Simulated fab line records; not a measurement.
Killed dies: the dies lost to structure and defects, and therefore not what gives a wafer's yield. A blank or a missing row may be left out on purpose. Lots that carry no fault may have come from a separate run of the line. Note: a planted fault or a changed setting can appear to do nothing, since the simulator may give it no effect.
Chamber matching ; flow nand-harc ; NHARC_A_CONTACT_DESCUM_13 on rie-diel-13: 4 sister chambers
The step chemistry O2, time 3 s. 4 wafers are shown with their chamber, then 12 later ones without.

EACH WAFER AND ITS CHAMBER
wafer;chamber;showerhead-plenum-p-Torr (Torr)
L091.6;2;1.83
L089.6;3;1.81
L090.5;1;1.76
L090.6;0;1.76

WAFERS MISSING THEIR CHAMBER
wafer;showerhead-plenum-p-Torr (Torr)
L093.1;1.81
L093.4;1.76
L093.5;1.83
L092.2;1.76
L092.3;1.81
L092.5;1.83
L096.1;1.81
L096.4;1.83
L096.5;2.08
L097.2;2.07
L097.3;2.07
L097.6;2.07

THE CHAMBER EACH PASSED THROUGH
wafer;from the rows above;in truth
L093.1;can't be placed: 3 or 2 or 0 or 1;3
L093.4;can't be placed: 0 or 1 or 3 or 2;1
L093.5;can't be placed: 2 or 3 or 0 or 1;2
L092.2;can't be placed: 0 or 1 or 3 or 2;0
L092.3;can't be placed: 3 or 2 or 0 or 1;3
L092.5;can't be placed: 2 or 3 or 0 or 1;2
L096.1;can't be placed: 3 or 2 or 0 or 1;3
L096.4;can't be placed: 2 or 3 or 0 or 1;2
L096.5;can't be placed: 2 or 3 or 0 or 1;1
L097.2;can't be placed: 2 or 3 or 0 or 1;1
L097.3;can't be placed: 2 or 3 or 0 or 1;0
L097.6;can't be placed: 2 or 3 or 0 or 1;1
0 of 12 placed correctly. From these rows, 12 cannot be placed; in 12 the true chamber is one of the candidates. Wrongly placed: 0.
How it was worked out, from the rows above alone: a wafer's distance from a chamber is the root of the sum, over the readings, of the square of ((its reading less the chamber's mean) divided by the reading's scatter). The wafer belongs to the nearest chamber; if the next one is less than 2 further off, it can't be placed. Each chamber's mean is taken over the wafers shown for it. The scatter: with one shown wafer a chamber, the root of the mean of the squares of how far each hidden wafer lies from its nearest shown one.
